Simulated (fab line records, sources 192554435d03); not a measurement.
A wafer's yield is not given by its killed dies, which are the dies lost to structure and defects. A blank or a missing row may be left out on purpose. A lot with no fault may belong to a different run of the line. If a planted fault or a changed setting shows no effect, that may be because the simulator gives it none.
Matching of chambers | flow n5_finfet | N5_BEOL_M0_CUTY_DESCUM_61 on rie_diel-01 has 4 sister chambers
The step chemistry O2, time 7.9 s. 4 wafers are shown with their chamber, then 7 later ones without.

## WAFERS PAIRED WITH THEIR CHAMBERS
wafer  | chamber | showerhead_plenum_p_Torr (Torr)
L085.1 | 2       | 2.20
L085.2 | 3       | 2.07
L085.3 | 0       | 1.98
L089.5 | 1       | 2.16

## WAFERS WHOSE CHAMBER IS MISSING
wafer  | showerhead_plenum_p_Torr (Torr)
L089.6 | 2.20
L093.1 | 2.24
L093.3 | 2.07
L093.4 | 2.16
L095.2 | 2.24
L095.5 | 2.07
L095.6 | 2.24

## WHICH CHAMBER EACH ONE RAN IN
wafer  | from the rows above     | in truth
L089.6 | can't be placed: 2 or 1 | 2
L093.1 | can't be placed: 2 or 1 | 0
L093.3 | 3                       | 3
L093.4 | can't be placed: 1 or 2 | 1
L095.2 | can't be placed: 2 or 1 | 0
L095.5 | 3                       | 3
L095.6 | can't be placed: 2 or 1 | 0
Correct placement for 2 of the 7. These rows do not allow placing 5 (true chamber among the candidates in 2). Number placed wrongly: 0.
How it was worked out, from the rows above alone: a wafer's distance from a chamber is the root of the sum, over the readings, of the square of ((its reading less the chamber's mean) divided by the reading's scatter). If the next closest chamber is less than 2 further off than the closest, the wafer can't be placed; otherwise it belongs to the closest. A chamber's mean is the mean of its shown wafers. The scatter (one wafer shown for each chamber): square how far every hidden wafer sits from the nearest shown wafer, average those squares and take the square root.
